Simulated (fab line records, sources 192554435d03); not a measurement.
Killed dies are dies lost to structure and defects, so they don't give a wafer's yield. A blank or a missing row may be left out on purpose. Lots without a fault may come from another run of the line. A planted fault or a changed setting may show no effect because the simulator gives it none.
Split-lot experiment | flow n5_finfet | 7 lots, 21 wafers read, on a route of 1938 steps

THE SPLIT
At N5_BEOL_M11_ALD_74 (deposits TaN, target thk 2 nm, pulse time 2 s, purge time 3 s), the setting ald_cycles was moved away from the recipe's 40 on 10 of the 21 wafers read, by -15.0% to +15.0%. The other wafers ran this setting at the recipe's value.

The reading is taken at the split's own step.

THE READING
TaN_of_BEOL_M11_ALD_74.thk_nm (the simulator's own value, which no gauge read), in nm, at N5_BEOL_M11_ALD_74 (deposits TaN, target thk 2 nm, pulse time 2 s, purge time 3 s). The file gives no usual value for it.

wafer  | tool, chamber at the split | ald_cycles as run | against the recipe | TaN_of_BEOL_M11_ALD_74.thk_nm, nm | against lot-mates on the recipe
L078.2 | ald_metal-04, 1,0          | 40                | recipe             | 2                                 | -
L078.4 | ald_metal-04, 1,0          | 40                | recipe             | 2                                 | -
L078.5 | ald_metal-04, 1            | 34                | -15.0%             | 1.6                               | -0.4
L080.1 | ald_metal-04, 2            | 46                | +15.0%             | 2.2                               | +0.2
L080.4 | ald_metal-04, 3            | 40                | recipe             | 2                                 | -
L080.6 | ald_metal-04, 2            | 46                | +15.0%             | 2.4                               | +0.4
L083.2 | ald_metal-04, 3            | 38                | -5.0%              | 2                                 | +0.0
L083.3 | ald_metal-04, 0            | 38                | -5.0%              | 1.8                               | -0.2
L083.6 | ald_metal-04, 3            | 40                | recipe             | 2                                 | -
L084.1 | ald_metal-04, 3,2          | 35                | -12.5%             | 1.8                               | -0.2
L084.3 | ald_metal-04, 3,2          | 35                | -12.5%             | 1.8                               | -0.2
L084.4 | ald_metal-04, 1            | 40                | recipe             | 2                                 | -
L087.3 | ald_metal-01, 0,3,0        | 40                | recipe             | 2                                 | -
L087.4 | ald_metal-01, 0,3,0        | 40                | recipe             | 2                                 | -
L087.6 | ald_metal-01, 0,3,0        | 40                | recipe             | 2                                 | -
L095.1 | ald_metal-03, 2,1,2        | 35                | -12.5%             | 1.8                               | no lot-mate on the recipe
L095.3 | ald_metal-03, 2,1,2        | 35                | -12.5%             | 1.8                               | no lot-mate on the recipe
L095.6 | ald_metal-03, 2,1,2        | 35                | -12.5%             | 1.8                               | no lot-mate on the recipe
L097.4 | ald_metal-01, 0,2,1        | 40                | recipe             | 2                                 | -
L097.5 | ald_metal-01, 0,2,1        | 40                | recipe             | 2                                 | -
L097.6 | ald_metal-01, 0,2,1        | 40                | recipe             | 2                                 | -
Where a row lists several chambers, the file gives one row for several wafers and doesn't say which wafer went through which chamber.

THE FIT
A straight line over all 21 wafers: TaN_of_BEOL_M11_ALD_74.thk_nm changes by +0.0191 nm for each +1% of ald_cycles; r = +0.94; the points scatter about the line by 0.056 nm.
The same after taking each lot's own level away (the mean of its wafers on the recipe; 18 wafers): +0.0202 nm for each +1%; r = +0.94; scatter 0.059 nm.
On that fit, the largest move of ald_cycles shifts the reading by 0.3 nm.
The lots' own levels span 2.00 to 2.00 nm.
So the lot-to-lot level changes the slope little: the two slopes agree.
Check: with one of the wafers moved furthest among these (-15.0%) left out of the fit, the line predicts -0.272 nm for it against its lot-mates. It came out at -0.4 nm against them.

OTHER SPLITS ON THESE WAFERS
These wafers also went through other splits before the reading. Each is held against what the fit with the lots' levels taken away leaves over:
other split on the same wafers    | wafers away from the commonest value | r with TaN_of_BEOL_M11_ALD_74.thk_nm (lot level and that fit taken away)
N5_BEOL_M10_COAT_63 spin_rpm      | 5                                    | -0.39
N5_BEOL_M11_DESCUM_16 time_s      | 5                                    | +0.60
N5_BEOL_M11_ETCH_62 time_s        | 8                                    | +0.27
N5_BEOL_M11_TRENCH_ETCH_37 time_s | 4                                    | -0.19

THE FILE'S OWN FIT
TaN_of_BEOL_M11_ALD_74.thk_nm changes by +0.0214 nm for each +1% of ald_cycles, r = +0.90.
